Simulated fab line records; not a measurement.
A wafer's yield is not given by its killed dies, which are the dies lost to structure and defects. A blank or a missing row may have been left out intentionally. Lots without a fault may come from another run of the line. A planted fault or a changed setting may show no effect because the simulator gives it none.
Chamber matching    flow nand harc    4 sister chambers for NHARC_A_STAIRCASE_CMP_152 on cmp-04
The step polishes. 4 wafers are shown with their chamber, then 9 later ones without.

## WAFERS PAIRED WITH THEIR CHAMBERS
wafer   chamber  motor current A (A)
L085.1  0        10.9
L087.1  2        12.1
L087.4  1        12.1
L087.6  3        10.3

## WAFERS MISSING THEIR CHAMBER
wafer   motor current A (A)
L086.1  12.0
L086.2  12.2
L086.6  11.7
L094.2  10.1
L094.3  12.1
L094.5  10.2
L095.1  11.9
L095.3  10.5
L095.5  13.0

## WHICH CHAMBER EACH ONE RAN IN
wafer   from the rows above           in truth
L086.1  can't be placed: 1 or 2       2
L086.2  can't be placed: 1 or 2       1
L086.6  can't be placed: 1 or 2 or 0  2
L094.2  can't be placed: 3 or 0       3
L094.3  can't be placed: 1 or 2       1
L094.5  can't be placed: 3 or 0       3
L095.1  can't be placed: 1 or 2       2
L095.3  can't be placed: 3 or 0       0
L095.5  can't be placed: 1 or 2       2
Placed correctly: 0 of 9. Can't be placed from these rows: 9 (the true chamber is among the candidates in 9). 0 placed wrongly.
How it was worked out, from the rows above alone: a wafer's distance from a chamber is the root of the sum, over the readings, of the square of ((its reading less the chamber's mean) divided by the reading's scatter). If the next closest chamber is less than 2 further off than the closest, the wafer can't be placed; otherwise it belongs to the closest. A chamber's mean is the mean of its shown wafers. The scatter: root of mean squared gap, hidden wafer to nearest shown wafer, with one shown wafer a chamber.
